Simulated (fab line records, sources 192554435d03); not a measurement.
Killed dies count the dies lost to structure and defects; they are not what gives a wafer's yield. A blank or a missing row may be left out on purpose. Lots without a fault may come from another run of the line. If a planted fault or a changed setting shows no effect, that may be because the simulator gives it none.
A lot that was struck, set against a sound lot || flow n5-finfet || 14 steps out of a route of 1938
Sound: these wafers, L676.2, L676.3, L676.6. Struck: wafer L672.5; the same lot's L672.6 was not struck, so it is left out; see the end for the cause.
Order at every step that has rows: each side's tool, ch and its chambers, its first start. Under that, the readings that differ: sound wafers || struck wafers || difference of the means || sigmas: that difference in standard deviations of wafers without a fault.
alike: words and numbers the same on both sides, and readings whose means are apart by under 2 such deviations; not compared: readings that were withheld, readings missing a value for some wafer, numbers with overlapping values and no deviation given by the record, and bounds like >300 which may hide the same value.
The two part at a step that has a row with sigmas, a row that says differs or no value, or rows on one side only. When numbers do not overlap yet have no deviation, they are printed without sigmas and do not part them. Lack of a reading on every wafer of one side parts them only where that side has two or more wafers.

first, 1 step without rows for these wafers: N5_BEOL_M10_DEVELOP_27 (develop time 30 s).
N5_BEOL_M10_CD_MEAS_28: the cd target is 70 nm.
  sound on cd-sem-01 ch 0, day 16 09:23; struck on cd-sem-03 ch 0, day 14 15:19
  alike: cd-nm
N5_BEOL_M10_OVL_MEAS_29:
  sound on overlay-02 ch 0, day 16 09:25; struck on overlay-02 ch 0, day 14 15:20
  alike: V9_OVL
N5_BEOL_M10_INSPECT_30: inspects for defects (brightfield).
  sound on defect-inspect-02, day 16 09:26; struck on defect-inspect-02, day 14 15:22
  alike: raw-defect-count
then, 1 step without rows for these wafers: N5_BEOL_M10_DESCUM_33 (chemistry O2, time 7.9 s).
N5_BEOL_M10_ETCH_65: etches SiARC in CF4, target depth 39 nm, time 65 s.
  sound on rie-diel-05 ch 1,2, day 16 09:30; struck on rie-diel-01 ch 2, day 14 15:27
  alike: bias-w, drypump-motor-current-A, etch-rf-on-time-s, oes-product-au, rf-vpp-V, showerhead-plenum-p-Torr, throttle-valve-pct
  not compared: rf-hours-counter-h
N5_BEOL_M10_ETCH_66: etches SOC in N2/H2, target depth 120 nm, overetch 24 nm, time 180 s.
  sound on rie-diel-05 ch 1,2, day 16 09:33; struck on rie-diel-01 ch 2, day 14 15:32
  alike: bias-w, drypump-motor-current-A, oes-product-au, rf-vpp-V, showerhead-plenum-p-Torr, throttle-valve-pct
  not compared: rf-hours-counter-h
then, 1 step without rows for these wafers: N5_BEOL_M10_STRIP_69 (strips in N2/H2).
N5_BEOL_M10_VIA_ETCH_34: etches SiCOH lowk in C4F6/O2, target depth 184.5 nm, time 69.2 s.
  sound on rie-diel-05 ch 1,2, day 16 09:41; struck on rie-diel-01 ch 2, day 14 15:38
  alike: bias-w, drypump-motor-current-A, oes-product-au, rf-vpp-V, showerhead-plenum-p-Torr, throttle-valve-pct
  not compared: rf-hours-counter-h
then, 1 step without rows for these wafers: N5_BEOL_M10_STRIP_73 (strips in C4F6/O2).
N5_BEOL_M10_STRIP_36: strips in N2/H2.
  sound on rie-diel-05 ch 1,2, day 16 09:44; struck on rie-diel-01 ch 2, day 14 15:41
  alike: drypump-motor-current-A, oes-product-au, rf-vpp-V, showerhead-plenum-p-Torr, throttle-valve-pct
  not compared: rf-hours-counter-h
then, 1 step without rows for these wafers: N5_BEOL_M10_TRENCH_ETCH_37 (etches SiCOH lowk in C4F6/O2, target depth 148.83 nm, time 48 s).
N5_BEOL_M10_ETCH_41: etches SiCN in CH3F/O2, target depth 42.6 nm, time 86 s.
  sound on rie-diel-05 ch 1,2, day 16 09:49; struck on rie-diel-01 ch 2, day 14 15:46
{"reading": "oes-product-au (a.u.)", "sound": "0.86 0.85 0.85", "struck": 1.30, "difference": "+0.45", "sigmas": "+4"}
{"reading": "model.etch.depth-nm (nm)", "sound": "33.37 32.59 32.56", "struck": 56.35, "difference": "+23.51", "sigmas": ""}
  alike: bias-w, drypump-motor-current-A, rf-vpp-V, showerhead-plenum-p-Torr, throttle-valve-pct
  not compared: rf-hours-counter-h
N5_BEOL_M10_STRIP_77: strips in N2/H2, time 10 s.
  sound: rie-diel-05 ch 1,2; struck: rie-diel-01 ch 2
  alike: drypump-motor-current-A, oes-product-au, rf-vpp-V, showerhead-plenum-p-Torr, throttle-valve-pct
  not compared: rf-hours-counter-h

== WHERE THEY PART ==
Only at N5_BEOL_M10_ETCH_41, as far as this record shows. Later steps at which nothing parts them and some readings are alike: N5_BEOL_M10_STRIP_77.

WHY: the cause the simulator had injected
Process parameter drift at N5_BEOL_M10_ETCH_41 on rie-diel-01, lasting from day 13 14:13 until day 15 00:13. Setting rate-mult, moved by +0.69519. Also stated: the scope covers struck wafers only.
